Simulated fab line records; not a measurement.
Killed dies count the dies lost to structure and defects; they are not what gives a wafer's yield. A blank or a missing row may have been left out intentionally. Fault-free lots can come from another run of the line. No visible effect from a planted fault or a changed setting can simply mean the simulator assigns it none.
Chamber matching ; flow nand harc ; NHARC_P_M0_DESCUM_14 on rie diel-02 has 4 sister chambers
The step chemistry O2, time 3 s. 4 wafers are shown with their chamber, then 9 later ones without.

WAFERS, EACH WITH ITS CHAMBER
wafer;chamber;showerhead plenum p Torr (Torr)
L078.4;2;1.89
L090.2;3;2.00
L091.4;0;2.05
L091.5;1;1.83

WAFERS WITHOUT THEIR CHAMBER
wafer;showerhead plenum p Torr (Torr)
L095.2;1.87
L095.4;2.04
L095.6;2.04
L095.1;1.99
L095.3;1.83
L095.5;1.83
L097.4;1.99
L097.5;2.04
L097.6;1.83

THE CHAMBER EACH PASSED THROUGH
wafer;from the rows above;in truth
L095.2;2;2
L095.4;0;0
L095.6;0;0
L095.1;3;3
L095.3;1;1
L095.5;1;1
L097.4;3;3
L097.5;0;0
L097.6;1;1
Placed correctly: 9 of 9. Not placeable from these rows: 0. Number placed wrongly: 0.
How it was worked out, from the rows above alone: a wafer's distance from a chamber is the root of the sum, over the readings, of the square of ((its reading less the chamber's mean) divided by the reading's scatter). The wafer belongs to the nearest chamber; if the next one is less than 2 further off, it can't be placed. Each chamber's mean is taken over the wafers shown for it. The scatter: with one shown wafer a chamber, the root of the mean of the squares of how far each hidden wafer lies from its nearest shown one.
